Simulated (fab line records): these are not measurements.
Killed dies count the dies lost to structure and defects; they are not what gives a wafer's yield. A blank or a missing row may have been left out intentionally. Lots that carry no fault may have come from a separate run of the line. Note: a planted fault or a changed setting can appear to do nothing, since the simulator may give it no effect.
Comparing a struck lot with a sound one / flow nand_harc / 19 steps out of a route of 1159
Sound: these wafers, L287.1, L287.2, L287.6. Wafers struck: L301.1, L301.3, L301.6. The cause is named last.
For every step that has rows: the tool of each side, followed by ch and its chambers, followed by its first start. Under that, the readings that differ: sound wafers / struck wafers / difference of the means / sigmas: that difference in standard deviations of wafers without a fault.
alike: readings whose means differ by less than 2 such deviations, and words and numbers that are the same on both sides. not compared: withheld readings, readings that some wafer has no value for, bounds like >300 that may hide the same value, and numbers for which the record gives no deviation and whose values overlap.
A row with sigmas, a row that says differs or no value, or rows on one side alone: a step with any of these is where the two part. Numbers that have no deviation but don't overlap get no sigmas and don't part them. Lack of a reading on every wafer of one side parts them only where that side has two or more wafers.

NHARC_A_M1_PRE_CLEAN_32: time 12 s.
  sound on pecvd-02 ch 1,2, day 17 18:11; struck on pecvd-02 ch 0,1,2, day 20 16:37
  alike: heater_power_w
NHARC_A_M1_DEP_33: deposits SiCN, target thk 30 nm.
  sound on pecvd-02 ch 1,2, day 17 18:17; struck on pecvd-02 ch 0,1,2, day 20 16:41
  alike: heater_power_w
NHARC_A_BONDPAD_DEP_00: deposits SiCN, target thk 250 nm.
  sound on pecvd-04 ch 0,1,2, day 17 18:48; struck on pecvd-04 ch 0,2, day 20 17:15
  alike: heater_power_w
NHARC_A_BONDPAD_CMP_29: polishes SiCN, target thk 200 nm.
  sound on cmp-01 ch 0,1,3, day 17 19:16; struck on cmp-04 ch 1,3, day 20 17:39
  alike: motor_current_A
NHARC_A_BONDPAD_THK_MEAS_30: measures by ellipsometry.
  sound on film_metro-02 at day 17 19:28; struck on film_metro-01 at day 20 17:54
  alike: thk_nm
then, 7 steps without rows for these wafers: NHARC_A_BONDPAD_SRD_31; NHARC_A_BONDPAD_DEHYDRATE_01 (time 120 s); NHARC_A_BONDPAD_HMDS_02 (time 30 s); NHARC_A_BONDPAD_COAT_33 (time 65 s); NHARC_A_BONDPAD_COAT_03 (resist thk 600 nm); NHARC_A_BONDPAD_SOFTBAKE_04 (time 70 s); NHARC_A_BONDPAD_EBR_05.
NHARC_A_BONDPAD_EXPOSE_06: exposes mask A BPAD.
  sound on krf_scanner-04 ch 0, day 17 19:52; struck on krf_scanner-04 ch 0, day 20 18:20
reading=reticle_temp_C (C); sound=23.13 23.29 23.07; struck=22.94 22.90 22.88; difference=-0.26; sigmas=-2
reading=model.A_BONDPAD.overlay_x_nm (nm); sound=9.847 9.847 9.847; struck=64.16 64.16 64.16; difference=+54.31; sigmas=
  alike: mask
then, 2 steps without rows for these wafers: NHARC_A_BONDPAD_PEB_07 (peb time 80 s); NHARC_A_BONDPAD_DEVELOP_08 (time 50 s).
NHARC_A_BONDPAD_CD_MEAS_09: the cd target is 500 nm.
  sound on cd_sem-02 ch 0, day 17 20:01; struck on cd_sem-01 ch 0, day 20 18:29
  alike: cd_nm
NHARC_A_BONDPAD_OVL_MEAS_35:
  sound on overlay-01 at day 17 20:07; struck on overlay-02 at day 20 18:35
reading=overlay_x_nm (nm); sound=10 10 10; struck=64 65 64; difference=+54; sigmas=+11
  alike: overlay_y_nm
then, 1 step without rows for these wafers: NHARC_A_BONDPAD_HARDBAKE_10 (time 65 s).
NHARC_END_SORT_01:
  the record has rows for the sound wafers here (prober-02 ch 0, day 19 03:17) and none for the struck ones

== WHERE THEY PART ==
Last at NHARC_END_SORT_01 as far as this record goes, first at NHARC_A_BONDPAD_EXPOSE_06.

WHY: what had been put in by the simulator
Scanner matching overlay: krf_scanner-04, from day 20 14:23 on, at NHARC_A_BONDPAD_EXPOSE_06. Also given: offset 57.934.
